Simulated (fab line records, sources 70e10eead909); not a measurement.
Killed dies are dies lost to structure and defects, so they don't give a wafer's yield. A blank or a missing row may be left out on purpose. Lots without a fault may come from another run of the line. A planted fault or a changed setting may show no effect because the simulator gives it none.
Chamber matching | flow nand_harc | NHARC_A_STAIRCASE_DEP_325 on pecvd-03: 3 sister chambers
The step deposits SiO2, target thk 7200 nm. 16 wafers are shown with their chamber, then 8 later ones without.

WAFERS WITH THEIR CHAMBER
wafer  | chamber | heater_power_w (W) | mfc_precursor_sccm (sccm)
L142.1 | 1       | 600                | 199.9
L142.4 | 2       | 658                | 200.5
L142.5 | 0       | 659                | 200.5
L144.1 | 2       | 709                | 199.5
L144.2 | 1       | 618                | 199.1
L144.4 | 0       | 673                | 200.2
L145.1 | 0       | 718                | 199.6
L145.2 | 2       | 674                | 200.6
L145.6 | 2       | 638                | 200.3
L147.4 | 1       | 490                | 200.1
L147.5 | 0       | 669                | 199.2
L147.6 | 2       | 643                | 199.3
L149.2 | 1       | 564                | 199.4
L149.5 | 0       | 674                | 199.6
L149.6 | 2       | 640                | 199.6
L158.3 | 0       | 895                | 199.5

SIGNATURES (means of the wafers above)
reading            | chamber 0 | chamber 1 | chamber 2 | scatter within a chamber
heater_power_w     | 714.67    | 568.00    | 660.33    | 64.7
mfc_precursor_sccm | 199.767   | 199.625   | 199.967   | 0.511
Rule: a wafer's distance from a chamber is the root of the sum, over the readings, of the square of ((its reading less the chamber's mean) divided by the reading's scatter). The wafer belongs to the nearest chamber; if the next one is less than 2 further off, it can't be placed. The scatter: the root of (the sum of the squares of (reading less its chamber's mean) over the shown wafers, divided by (wafers less chambers)).

WAFERS WITHOUT THEIR CHAMBER
wafer  | heater_power_w (W) | mfc_precursor_sccm (sccm)
L158.4 | 693                | 199.8
L158.5 | 656                | 199.8
L161.1 | 645                | 199.9
L161.2 | 678                | 200.5
L161.5 | 706                | 200.7
L162.2 | 759                | 200.3
L162.4 | 647                | 199.4
L162.6 | 707                | 199.3

WHICH CHAMBER EACH WENT THROUGH
wafer  | from the rows above          | in truth
L158.4 | can't be placed: 0 or 2 or 1 | 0
L158.5 | can't be placed: 2 or 0 or 1 | 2
L161.1 | can't be placed: 2 or 0 or 1 | 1
L161.2 | can't be placed: 2 or 0 or 1 | 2
L161.5 | can't be placed: 2 or 0 or 1 | 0
L162.2 | can't be placed: 0 or 2 or 1 | 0
L162.4 | can't be placed: 2 or 0 or 1 | 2
L162.6 | can't be placed: 0 or 2 or 1 | 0
Placed correctly: 0 of 8. Can't be placed from these rows: 8 (the true chamber is among the candidates in 8). Placed wrongly: 0.
